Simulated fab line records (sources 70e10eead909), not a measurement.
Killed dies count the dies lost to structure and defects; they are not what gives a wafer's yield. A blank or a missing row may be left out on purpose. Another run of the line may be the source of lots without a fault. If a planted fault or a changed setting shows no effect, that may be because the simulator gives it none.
What tool caused it? ; flow nandHarc ; Sampling: 12 lots, 36 wafers, 5 of 1159 route steps

== WHAT THE GAUGES SHOWED, per wafer ==
NHARC_A_M1_THK_MEAS_24: measures by xrf. Usual: thkNm reads 154.6 nm (standard deviation 1.5).
lot;measured;on;thkNm (nm);flag
L519;day 18 00:01;filmMetro-01;155.2 153.2 154.3;
L520;day 18 00:36;filmMetro-02;151.4 153.7 153.6;
L521;day 18 08:44;filmMetro-02;153.7 154.2 155.7;
L522;day 18 09:04;filmMetro-01;154.2 154.7 154.8;
L527;day 19 16:35;filmMetro-01;151.5 154.5 154.2;
L530;day 20 01:20;filmMetro-01;154.1 155.3 156.4;
L529;day 20 05:55;filmMetro-02;155.4 154.8 156.8;
L535;day 21 13:39;filmMetro-02;154.5 155.8 153.8;
L539;day 23 00:30;filmMetro-01;155.8 152.9 154.5;
L541;day 23 07:38;filmMetro-02;153.0 154.3 154.6;
L540;day 23 07:50;filmMetro-01;154.0 156.5 155.0;
L542;day 24 15:23;filmMetro-01;154.1 154.6 157.2;

NHARC_A_BONDPAD_INSPECT_23. Usual: rawDefectCount reads 498 (standard deviation 160).
lot;measured;on;rawDefectCount;flag
L519;day 18 05:20;defectInspect-02;432 544 646;
L520;day 18 06:05;defectInspect-01;578 407 645;
L521;day 18 14:14;defectInspect-01;634 632 515;
L522;day 18 14:35;defectInspect-01;593 1057 632;
L527;day 19 21:44;defectInspect-02;443 556 418;
L530;day 20 06:22;defectInspect-02;678 397 259;
L529;day 20 10:44;defectInspect-02;559 606 370;
L535;day 21 18:29;defectInspect-02;431 326 373;
L539;day 23 05:26;defectInspect-01;464 390 645;
L541;day 23 12:27;defectInspect-02;406 574 479;
L540;day 23 13:02;defectInspect-02;586 344 789;
L542;day 24 20:17;defectInspect-02;401 671 647;

NHARC_END_SORT_01. Usual: defectLimitedYield 95.6 %, standard deviation 1.4; killedAtArray 26, standard deviation 9; killedAtOther 0.8, standard deviation 1.2; killedAtPeriphery 3.2, standard deviation 2.3; killedDies 30, standard deviation 9.1; killedOpen 3.5, standard deviation 2; killedShort 1.8, standard deviation 1.4; sort_bin_2_pct 1.4 %, standard deviation 0.59; sort_bin_3_pct 0.25 %, standard deviation 0.22; sort_bin_4_pct 2.8 %, standard deviation 0.91; sortNPass 647, standard deviation 9.1; sortRimYieldPct 95.4 %, standard deviation 3; sortYieldPct 95.6 %, standard deviation 1.4.
lot;measured;on;defectLimitedYield (%);killedAtArray;killedAtOther;killedAtPeriphery;killedDies;killedOpen;killedShort;sort_bin_2_pct (%);sort_bin_3_pct (%);sort_bin_4_pct (%);sortNPass;sortRimYieldPct (%);sortYieldPct (%);flag
L530;day 21 11:22;prober-02;87.7 84.6 90.7;37 24 22;45 78 41;1 2 0;83 104 63;3 3 2;0 2 1;5.0 7.4 3.2;2.66 3.99 2.51;4.6 4.0 3.5;594 573 614;86.8 88.7 87.7;87.7 84.6 90.7;OFF
L529;day 21 11:17;prober-01;89.1 87.1 84.9;23 12 21;49 71 79;2 4 2;74 87 102;1 4 3;2 2 2;4.6 6.8 6.5;2.66 2.66 3.55;3.7 3.4 5.0;603 590 575;80.2 88.7 86.8;89.1 87.1 84.9;OFF

== WHICH TOOL RAN EACH LOT (tool, then ch and the chambers of the sampled wafers, then the start) ==
lot;NHARC_A_M1_STRIP_18;NHARC_THIN_TSV_DEP_47
L519;rieDiel-10 ch 0,2,3, day 17 21:59;pecvd-02 ch 1,2, day 19 02:01
L520;rieDiel-03 ch 1,2, day 17 22:35;pecvd-03 ch 0,1,2, day 18 20:49
L521;rieDiel-10 ch 1,3, day 18 06:41;pecvd-02 ch 0,1,2, day 19 07:37
L522;rieDiel-11 ch 2,3, day 18 06:57;pecvd-01 ch 0,2, day 19 08:57
L527;rieDiel-10 ch 0,1,2, day 19 14:36;pecvd-01 ch 0,1,2, day 20 12:29
L530;rieDiel-10 ch 0,1,3, day 19 23:20;pecvd-02 ch 0,2, day 20 23:42
L529;rieDiel-03 ch 1,3, day 20 03:53;pecvd-02 ch 0,1,2, day 20 22:13
L535;rieDiel-11 ch 1,3, day 21 11:35;pecvd-03 ch 0,1,2, day 22 13:41
L539;rieDiel-11 ch 1,2,3, day 22 22:26;pecvd-02 ch 0,1,2, day 23 23:25
L541;rieDiel-03 ch 1,2, day 23 04:53;pecvd-02 ch 0,2, day 24 00:35
L540;rieDiel-11 ch 0,1,3, day 23 04:58;pecvd-02 ch 0,1,2, day 24 10:29
L542;rieDiel-03 ch 0,2, day 24 13:17;pecvd-02 ch 0,1,2, day 25 11:59
- NHARC_A_M1_STRIP_18: strips in N2/H2.
- NHARC_THIN_TSV_DEP_47: deposits SiO2, target thk 200 nm.

== AS READ BY THE TOOLS THEMSELVES (means over the sampled wafers that have a number; for cases with no such wafer, the mark the record gives instead) ==
NHARC_A_M1_STRIP_18. Usual: drypumpMotorCurrentA 5.55 A, standard deviation 0.29; mfcArSccm 0.005 sccm, standard deviation 0.0063; oesProductAu 0.998 a.u., standard deviation 0.0095; rfVppV 91.1 V, standard deviation 0.89; showerheadPlenumPTorr 2.09 Torr, standard deviation 0.079; throttleValvePct 14.172 %, standard deviation 0.0092.
lot;tool;drypumpMotorCurrentA (A);mfcArSccm (sccm);oesProductAu (a.u.);rfVppV (V);showerheadPlenumPTorr (Torr);throttleValvePct (%);flag
L519;rieDiel-10;5.50;0.005;0.997;90.6;2.10;14.180;
L520;rieDiel-03;5.74;0.008;0.992;91.9;2.16;14.177;
L521;rieDiel-10;5.32;0.005;0.998;91.4;2.15;14.170;
L522;rieDiel-11;5.32;0.000;0.999;91.5;2.09;14.173;
L527;rieDiel-10;5.58;0.011;1.004;90.8;2.08;14.173;
L530;rieDiel-10;5.55;0.005;0.994;91.3;2.08;14.174;
L529;rieDiel-03;5.81;0.011;0.995;92.3;2.16;14.175;
L535;rieDiel-11;5.24;0.000;0.996;91.1;2.06;14.173;
L539;rieDiel-11;5.32;0.000;1.004;91.4;2.08;14.166;
L541;rieDiel-03;5.73;0.008;0.997;91.6;2.16;14.179;
L540;rieDiel-11;5.43;0.000;0.985;91.2;2.03;14.171;
L542;rieDiel-03;5.73;0.004;1.007;90.6;2.02;14.177;

NHARC_THIN_TSV_DEP_47. Usual: flowSccm 2652 sccm, standard deviation 8.1; throttleValvePct 15.9 %, standard deviation 0.53.
lot;tool;flowSccm (sccm);throttleValvePct (%);flag
L519;pecvd-02;2643;15.6;
L520;pecvd-03;2643;16.4;
L521;pecvd-02;2656;15.5;
L522;pecvd-01;2650;16.4;
L527;pecvd-01;2655;16.0;
L530;pecvd-02;2649;15.6;
L529;pecvd-02;2657;15.4;
L535;pecvd-03;2639;16.4;
L539;pecvd-02;2652;15.7;
L541;pecvd-02;2645;15.7;
L540;pecvd-02;2658;15.5;
L542;pecvd-02;2651;15.6;

== THE ANSWER, worked out from the rows above alone ==
Rule: a lot counts as off when the mean over its wafers that have a number is more than 3 standard deviations away from the usual mean. Also off: a lot with no number at a reading for which 4 or more lots have one. Any other lot the step has rows for is counted as sound. The gauges are gone through in route order, then the tools' own readings, and for those a lot's mean is taken as printed above. At the first step where some lot is off, the reading lying furthest off is the one used; lots without a number count as furthest.
Off at NHARC_END_SORT_01 (killedAtOther): L530, L529. Neither off nor sound, because the step has no rows for them: L519, L520, L521, L522, L527, L535, L539, L541, L540, L542.
If a tool, at a process step before that reading, ran all the lots that are off and no sound lot after the first of them, it fits. Those tools and the gauges at NHARC_END_SORT_01 are tried in the same way. One fits: NHARC_THIN_TSV_DEP_47 on pecvd-02. It ran no sound lot before its first lot that is off in this sample, so the start can't be narrowed down.

== WHAT THE SIMULATOR PUT IN ==
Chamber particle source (pecvd-02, NHARC_THIN_TSV_DEP_47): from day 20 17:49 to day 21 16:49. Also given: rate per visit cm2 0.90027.
Lots struck among those shown: L530, L529. The rule above found the same.
